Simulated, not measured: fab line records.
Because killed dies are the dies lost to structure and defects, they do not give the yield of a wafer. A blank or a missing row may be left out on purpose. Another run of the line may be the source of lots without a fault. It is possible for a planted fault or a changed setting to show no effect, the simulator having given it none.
Chamber matching :: flow n5 finfet :: rie diel-03 running N5_GATE_CUT_STRIP_42: 4 sister chambers
The step strips in O2. 4 wafers are shown with their chamber, then 7 later ones without.

## WAFERS, EACH WITH ITS CHAMBER
wafer: L076.6
chamber: 0
showerhead plenum p Torr (Torr): 2.14

wafer: L079.4
chamber: 3
showerhead plenum p Torr (Torr): 2.03

wafer: L079.5
chamber: 2
showerhead plenum p Torr (Torr): 2.15

wafer: L086.5
chamber: 1
showerhead plenum p Torr (Torr): 2.03

## WAFERS MISSING THEIR CHAMBER
wafer: L086.6
showerhead plenum p Torr (Torr): 2.14

wafer: L091.1
showerhead plenum p Torr (Torr): 2.02

wafer: L091.2
showerhead plenum p Torr (Torr): 2.14

wafer: L091.4
showerhead plenum p Torr (Torr): 2.03

wafer: L092.1
showerhead plenum p Torr (Torr): 2.02

wafer: L092.3
showerhead plenum p Torr (Torr): 2.03

wafer: L092.5
showerhead plenum p Torr (Torr): 2.03

## CHAMBER TAKEN BY EACH
wafer: L086.6
from the rows above: can't be placed: 0 or 2
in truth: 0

wafer: L091.1
from the rows above: can't be placed: 1 or 3
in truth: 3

wafer: L091.2
from the rows above: can't be placed: 0 or 2
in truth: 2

wafer: L091.4
from the rows above: can't be placed: 1 or 3
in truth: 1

wafer: L092.1
from the rows above: can't be placed: 1 or 3
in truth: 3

wafer: L092.3
from the rows above: can't be placed: 1 or 3
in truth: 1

wafer: L092.5
from the rows above: can't be placed: 1 or 3
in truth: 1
Correct placement for 0 of the 7. Can't be placed from these rows: 7 (the true chamber is among the candidates in 7). Placed wrongly: 0.
How it was worked out, from the rows above alone: a wafer's distance from a chamber is the root of the sum, over the readings, of the square of ((its reading less the chamber's mean) divided by the reading's scatter). The wafer belongs to the nearest chamber; if the next one is less than 2 further off, it can't be placed. For every chamber, the mean is computed from those of its wafers that are shown. The scatter: with one shown wafer a chamber, the root of the mean of the squares of how far each hidden wafer lies from its nearest shown one.
